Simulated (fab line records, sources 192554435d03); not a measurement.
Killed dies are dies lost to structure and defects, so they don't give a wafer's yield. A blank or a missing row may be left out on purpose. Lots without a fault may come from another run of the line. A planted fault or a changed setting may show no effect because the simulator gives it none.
Chamber matching | flow n5_finfet | N5_BEOL_M6_PECVD_70 on pecvd-03: 3 sister chambers
The step deposits SiO2 from TEOS/O2, target thk 20 nm, time 22.7 s. 6 wafers are shown with their chamber, then 7 later ones without.

WAFERS WITH THEIR CHAMBER
wafer  | chamber | showerhead_plenum_p_Torr (Torr) | throttle_valve_pct (%)
L080.1 | 0       | 8.78                            | 22.7
L080.5 | 0       | 8.80                            | 22.7
L088.4 | 2       | 8.62                            | 22.1
L088.5 | 1       | 8.77                            | 22.4
L089.3 | 1       | 8.76                            | 22.2
L089.5 | 2       | 8.59                            | 22.2

WAFERS WITHOUT THEIR CHAMBER
wafer  | showerhead_plenum_p_Torr (Torr) | throttle_valve_pct (%)
L089.6 | 8.83                            | 23.0
L092.2 | 8.60                            | 22.0
L092.5 | 8.61                            | 22.0
L092.6 | 8.79                            | 22.9
L096.3 | 8.61                            | 22.1
L096.4 | 8.79                            | 23.0
L096.5 | 8.60                            | 22.3

WHICH CHAMBER EACH WENT THROUGH
wafer  | from the rows above | in truth
L089.6 | 0                   | 0
L092.2 | 2                   | 2
L092.5 | 2                   | 2
L092.6 | 0                   | 0
L096.3 | 2                   | 2
L096.4 | 0                   | 0
L096.5 | 2                   | 2
Placed correctly: 7 of 7. Can't be placed from these rows: 0. Placed wrongly: 0.
How it was worked out, from the rows above alone: a wafer's distance from a chamber is the root of the sum, over the readings, of the square of ((its reading less the chamber's mean) divided by the reading's scatter). The wafer belongs to the nearest chamber; if the next one is less than 2 further off, it can't be placed. A chamber's mean is the mean of its shown wafers. The scatter: the root of (the sum of the squares of (reading less its chamber's mean) over the shown wafers, divided by (wafers less chambers)).
